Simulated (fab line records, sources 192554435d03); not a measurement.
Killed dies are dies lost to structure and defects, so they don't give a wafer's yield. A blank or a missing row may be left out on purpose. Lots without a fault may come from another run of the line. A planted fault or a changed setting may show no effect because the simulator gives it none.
Chamber matching | flow n5_finfet | N5_BEOL_M1_ETCH_63 on rie_diel-05: 4 sister chambers
The step etches SiARC in CF4, target depth 15.6 nm, time 26 s. 24 wafers are shown with their chamber, then 12 later ones without.

WAFERS WITH THEIR CHAMBER
wafer  | chamber | drypump_motor_current_A (A) | showerhead_plenum_p_Torr (Torr) | etch_rf_on_time_s (s)
L077.2 | 0       | 5.5                         | 2.18                            | 26.2
L077.4 | 1       | 5.8                         | 2.03                            | 27.9
L077.5 | 2       | 5.7                         | 2.21                            | 26.2
L078.1 | 2       | 5.7                         | 2.21                            | 25.7
L078.2 | 1       | 5.8                         | 2.03                            | 27.7
L078.4 | 0       | 5.5                         | 2.18                            | 25.9
L079.2 | 2       | 5.7                         | 2.21                            | 25.7
L079.3 | 0       | 5.5                         | 2.18                            | 25.8
L079.5 | 1       | 5.8                         | 2.03                            | 27.6
L080.1 | 1       | 5.8                         | 2.02                            | 27.5
L080.5 | 0       | 5.5                         | 2.18                            | 25.8
L080.6 | 1       | 5.8                         | 2.02                            | 27.8
L081.2 | 0       | 5.5                         | 2.18                            | 25.4
L081.3 | 3       | 5.0                         | 2.10                            | 25.2
L081.5 | 2       | 5.7                         | 2.21                            | 25.6
L082.1 | 1       | 5.8                         | 2.02                            | 27.7
L082.4 | 0       | 5.5                         | 2.17                            | 25.7
L082.6 | 0       | 5.6                         | 2.17                            | 25.8
L089.4 | 0       | 5.5                         | 2.17                            | 25.9
L089.5 | 2       | 5.7                         | 2.20                            | 25.9
L089.6 | 3       | 5.0                         | 2.10                            | 24.8
L090.3 | 3       | 5.0                         | 2.09                            | 25.0
L090.5 | 3       | 5.0                         | 2.09                            | 25.2
L090.6 | 0       | 5.5                         | 2.17                            | 25.9

SIGNATURES (means of the wafers above)
reading                  | chamber 0 | chamber 1 | chamber 2 | chamber 3 | scatter within a chamber
drypump_motor_current_A  | 5.511     | 5.800     | 5.700     | 5.000     | 0.0211
showerhead_plenum_p_Torr | 2.1756    | 2.0250    | 2.2080    | 2.0950    | 0.00525
etch_rf_on_time_s        | 25.822    | 27.700    | 25.820    | 25.050    | 0.199
Rule: a wafer's distance from a chamber is the root of the sum, over the readings, of the square of ((its reading less the chamber's mean) divided by the reading's scatter). The wafer belongs to the nearest chamber; if the next one is less than 2 further off, it can't be placed. The scatter: the root of (the sum of the squares of (reading less its chamber's mean) over the shown wafers, divided by (wafers less chambers)).

WAFERS WITHOUT THEIR CHAMBER
wafer  | drypump_motor_current_A (A) | showerhead_plenum_p_Torr (Torr) | etch_rf_on_time_s (s)
L091.1 | 5.0                         | 2.09                            | 24.7
L091.4 | 5.5                         | 2.17                            | 25.6
L091.5 | 5.0                         | 2.09                            | 24.8
L093.2 | 5.4                         | 2.17                            | 25.7
L093.4 | 5.7                         | 2.20                            | 26.2
L093.6 | 5.0                         | 2.09                            | 24.8
L095.1 | 5.0                         | 2.09                            | 25.3
L095.5 | 5.5                         | 2.17                            | 26.2
L095.6 | 5.8                         | 2.27                            | 27.1
L096.1 | 5.8                         | 2.27                            | 26.8
L096.2 | 5.5                         | 2.16                            | 25.8
L096.6 | 5.0                         | 2.09                            | 24.9

WHICH CHAMBER EACH WENT THROUGH
wafer  | from the rows above | in truth
L091.1 | 3                   | 3
L091.4 | 0                   | 0
L091.5 | 3                   | 3
L093.2 | 0                   | 0
L093.4 | 2                   | 2
L093.6 | 3                   | 3
L095.1 | 3                   | 3
L095.5 | 0                   | 0
L095.6 | 2                   | 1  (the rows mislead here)
L096.1 | 2                   | 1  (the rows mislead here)
L096.2 | 0                   | 0
L096.6 | 3                   | 3
Placed correctly: 10 of 12. Can't be placed from these rows: 0. Placed wrongly: 2.
